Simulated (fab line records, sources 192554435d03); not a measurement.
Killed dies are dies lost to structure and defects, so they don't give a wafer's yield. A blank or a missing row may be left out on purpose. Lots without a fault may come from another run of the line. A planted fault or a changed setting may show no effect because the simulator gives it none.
Split-lot experiment | flow n5_finfet | 7 lots, 21 wafers read, on a route of 1938 steps

THE SPLIT
At N5_BEOL_M0_ETCH_109 (etches SiCN in CH3F/O2, target depth 8 nm, overetch 2.4 nm, time 27.4 s), the setting bias_w was moved away from the recipe's 75 W on 9 of the 21 wafers read, by -17.7% to +15.3%. The other wafers ran this setting at the recipe's value.

The reading is taken at the split's own step.

THE READING
rf_vpp_V, in V, at N5_BEOL_M0_ETCH_109 (etches SiCN in CH3F/O2, target depth 8 nm, overetch 2.4 nm, time 27.4 s). Fault-free wafers of this fab line usually give 297.1 V, standard deviation 1.4 V.

wafer  | tool, chamber at the split | bias_w as run, W | against the recipe | rf_vpp_V, V | against lot-mates on the recipe
L074.3 | rie_diel-01, 2             | 75               | recipe             | 296.1       | -
L074.4 | rie_diel-01, 3             | 61.7             | -17.7%             | 264.1       | -32.0
L074.6 | rie_diel-01, 3             | 61.7             | -17.7%             | 263.7       | -32.4
L076.1 | rie_diel-04, 3             | 86.45            | +15.3%             | 324.5       | +29.3
L076.2 | rie_diel-04, 0             | 75               | recipe             | 295.2       | -
L076.6 | rie_diel-04, 1             | 86.45            | +15.3%             | 325.8       | +30.6
L078.1 | rie_diel-04, 2             | 75               | recipe             | 297.0       | -
L078.3 | rie_diel-04, 1             | 75               | recipe             | 297.7       | -
L078.5 | rie_diel-04, 3             | 75               | recipe             | 294.6       | -
L086.3 | rie_diel-01, 3             | 75               | recipe             | 298.5       | -
L086.4 | rie_diel-01, 0             | 75               | recipe             | 297.7       | -
L086.5 | rie_diel-01, 0             | 78.6             | +4.8%              | 306.2       | +8.1
L093.4 | rie_diel-04, 2             | 81.3             | +8.4%              | 311.2       | +15.9
L093.5 | rie_diel-04, 0             | 75               | recipe             | 293.8       | -
L093.6 | rie_diel-04, 3             | 75               | recipe             | 296.7       | -
L095.4 | rie_diel-02, 0             | 75               | recipe             | 297.8       | -
L095.5 | rie_diel-02, 0             | 63.07            | -15.9%             | 267.6       | -30.2
L095.6 | rie_diel-02, 3             | 63.07            | -15.9%             | 266.6       | -31.2
L097.1 | rie_diel-01, 1             | 82.23            | +9.6%              | 314.1       | +16.2
L097.3 | rie_diel-01, 3             | 75               | recipe             | 298.2       | -
L097.6 | rie_diel-01, 3             | 75               | recipe             | 297.5       | -

THE FIT
A straight line over all 21 wafers: rf_vpp_V changes by +1.85 V for each +1% of bias_w; r = +1.00; the points scatter about the line by 1.2 V.
The same after taking each lot's own level away (the mean of its wafers on the recipe; 21 wafers): +1.88 V for each +1%; r = +1.00; scatter 1.1 V.
On that fit, the largest move of bias_w shifts the reading by 33 V.
The lots' own levels span 295.20 to 298.10 V, that is 2.1 times the standard deviation above.
So the lot-to-lot level changes the slope little: the two slopes agree.
Check: with one of the wafers moved furthest among these (-17.7%) left out of the fit, the line predicts -33.7 V for it against its lot-mates. It came out at -32 V against them.
Tool readings at the split's step, against how far the setting was moved: rf_vpp_V r = +1.00.

OTHER SPLITS ON THESE WAFERS
These wafers also went through other splits before the reading. Each is held against what the fit with the lots' levels taken away leaves over:
other split on the same wafers              | wafers away from the commonest value | r with rf_vpp_V (lot level and that fit taken away)
N5_SDB_COAT_03 spin_rpm                     | 8                                    | +0.33
N5_SDB_COAT_05 spin_rpm                     | 5                                    | +0.25
N5_HKMG_FIN_COAT_06 spin_rpm                | 6                                    | +0.40
N5_MOL_CONTACT_COAG_ALD_133 ald_cycles      | 7                                    | -0.16
N5_BEOL_M0_SAQP_ETCH_106 target_depth_a     | 7                                    | +0.11
N5_BEOL_M0_SAQP_SPACER2_ALD_26 target_thk_a | 7                                    | +0.13
N5_BEOL_M0_ETCH_128 source_w                | 4                                    | +0.16

THE FILE'S OWN FIT
rf_vpp_V changes by +1.87 V for each +1% of bias_w, r = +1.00.
